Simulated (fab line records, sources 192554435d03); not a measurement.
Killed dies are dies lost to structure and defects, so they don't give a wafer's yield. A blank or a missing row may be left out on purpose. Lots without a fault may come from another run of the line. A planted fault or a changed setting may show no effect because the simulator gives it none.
Chamber matching | flow n5_finfet | N5_BEOL_M7_STRIP_36 on rie_diel-03: 4 sister chambers
The step strips in N2/H2. 4 wafers are shown with their chamber, then 10 later ones without.

WAFERS WITH THEIR CHAMBER
wafer  | chamber | drypump_motor_current_A (A)
L078.5 | 0       | 6.4
L083.3 | 1       | 6.0
L084.1 | 2       | 5.5
L084.3 | 3       | 5.6

WAFERS WITHOUT THEIR CHAMBER
wafer  | drypump_motor_current_A (A)
L084.4 | 6.0
L089.3 | 5.6
L089.5 | 5.5
L089.6 | 5.6
L091.1 | 6.4
L091.2 | 6.1
L091.4 | 5.4
L093.1 | 6.3
L093.3 | 5.5
L093.6 | 6.0

WHICH CHAMBER EACH WENT THROUGH
wafer  | from the rows above     | in truth
L084.4 | 1                       | 1
L089.3 | can't be placed: 3 or 2 | 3
L089.5 | can't be placed: 2 or 3 | 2
L089.6 | can't be placed: 3 or 2 | 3
L091.1 | 0                       | 0
L091.2 | 1                       | 1
L091.4 | can't be placed: 2 or 3 | 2
L093.1 | 0                       | 0
L093.3 | can't be placed: 2 or 3 | 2
L093.6 | 1                       | 1
Placed correctly: 5 of 10. Can't be placed from these rows: 5 (the true chamber is among the candidates in 5). Placed wrongly: 0.
How it was worked out, from the rows above alone: a wafer's distance from a chamber is the root of the sum, over the readings, of the square of ((its reading less the chamber's mean) divided by the reading's scatter). The wafer belongs to the nearest chamber; if the next one is less than 2 further off, it can't be placed. A chamber's mean is the mean of its shown wafers. The scatter: with one shown wafer a chamber, the root of the mean of the squares of how far each hidden wafer lies from its nearest shown one.
